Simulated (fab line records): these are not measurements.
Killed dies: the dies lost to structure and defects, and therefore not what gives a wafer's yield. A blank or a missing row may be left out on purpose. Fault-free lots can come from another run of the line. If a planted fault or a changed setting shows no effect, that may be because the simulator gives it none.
Split-lot experiment    flow n5_finfet    on a route of 1938 steps: 7 lots, 21 wafers read

ABOUT THE SPLIT
At N5_SD_EPI_N_ETCH_16 (etches SiO2 in CHF3/O2, target depth 5 nm), the setting target_depth_a was moved away from the recipe's 50 angstrom on 4 of the 21 wafers read, by -11.3% to +12.1%. The other wafers ran this setting at the recipe's value.

The split's own step is where the reading is taken.

THE READING
etch.depth_nm (the simulator's own value, which no gauge read), in nm, at N5_SD_EPI_N_ETCH_16 (etches SiO2 in CHF3/O2, target depth 5 nm). The file gives no usual value for it. Average 4.996 nm, standard deviation 0.083 nm, over the 17 wafers here run with the recipe.

wafer   tool, chamber at the split  target_depth_a as run, angstrom  against the recipe  etch.depth_nm, nm  against lot-mates on the recipe
L074.1  rie_diel-05, 3              46.37                            -7.3%               4.612              -0.325
L074.2  rie_diel-05, 2              50                               recipe              4.879              -
L074.4  rie_diel-05, 1              50                               recipe              4.996              -
L081.3  rie_diel-02, 2              44.36                            -11.3%              4.414              -0.609
L081.4  rie_diel-02, 0              44.36                            -11.3%              4.546              -0.477
L081.6  rie_diel-02, 2              50                               recipe              5.023              -
L083.1  rie_diel-02, 2              50                               recipe              4.988              -
L083.5  rie_diel-02, 0              50                               recipe              5.056              -
L083.6  rie_diel-02, 1              50                               recipe              4.976              -
L091.3  rie_diel-04, 2              50                               recipe              5.124              -
L091.4  rie_diel-04, 3              50                               recipe              5.121              -
L091.5  rie_diel-04, 3              50                               recipe              5.078              -
L092.1  rie_diel-02, 2              50                               recipe              4.938              -
L092.3  rie_diel-02, 1              50                               recipe              4.955              -
L092.4  rie_diel-02, 3              56.07                            +12.1%              5.509              +0.562
L095.1  rie_diel-04, 3              50                               recipe              5.058              -
L095.3  rie_diel-04, 1              50                               recipe              4.939              -
L095.5  rie_diel-04, 0              50                               recipe              5.059              -
L097.1  rie_diel-02, 1              50                               recipe              4.908              -
L097.2  rie_diel-02, 3              50                               recipe              4.809              -
L097.3  rie_diel-02, 0              50                               recipe              5.022              -

THE FIT
A straight line over all 21 wafers: etch.depth_nm changes by +0.0452 nm for each +1% of target_depth_a; r = +0.94; the points scatter about the line by 0.083 nm.
The same after taking each lot's own level away (the mean of its wafers on the recipe; 21 wafers): +0.0471 nm for each +1%; r = +0.97; scatter 0.053 nm.
Per that fit: largest target_depth_a move, reading shift of 0.57 nm.
Measured against the standard deviation above, the lots' own levels, which go from 4.9130 to 5.1077 nm, span 2.3 times it.
The two slopes are in agreement: the lot-to-lot level therefore moves the slope only a little.
Check: +0.578 nm against its lot-mates is what the line predicts for one of the wafers moved furthest among these (+12.1%) when that wafer is left out of the fit. Against them it came out at +0.562 nm.

THE OTHER SPLITS THESE WAFERS WENT THROUGH
Other splits were also applied to these wafers ahead of the reading. Each is held against what the fit with the lots' levels taken away leaves over:
other split on the same wafers     wafers away from the commonest value  r with etch.depth_nm (lot level and that fit taken away)
N5_WELL_APT_EXPOSE_05 dose_mj      9                                     +0.04
N5_WELL_APT_DESCUM_13 time_s       4                                     +0.26
N5_FIN_SAQP_ALD_61 temp_c          10                                    -0.06
N5_FIN_SAQP_EXPOSE_13 dose_mj      6                                     +0.16
N5_FIN_SAQP_MANDREL_ETCH_22 icp_w  9                                     +0.04
N5_FIN_CUT_ETCH_21 bias_w          5                                     +0.13

FILE'S OWN FIT
etch.depth_nm changes by +0.0468 nm for each +1% of target_depth_a, r = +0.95.
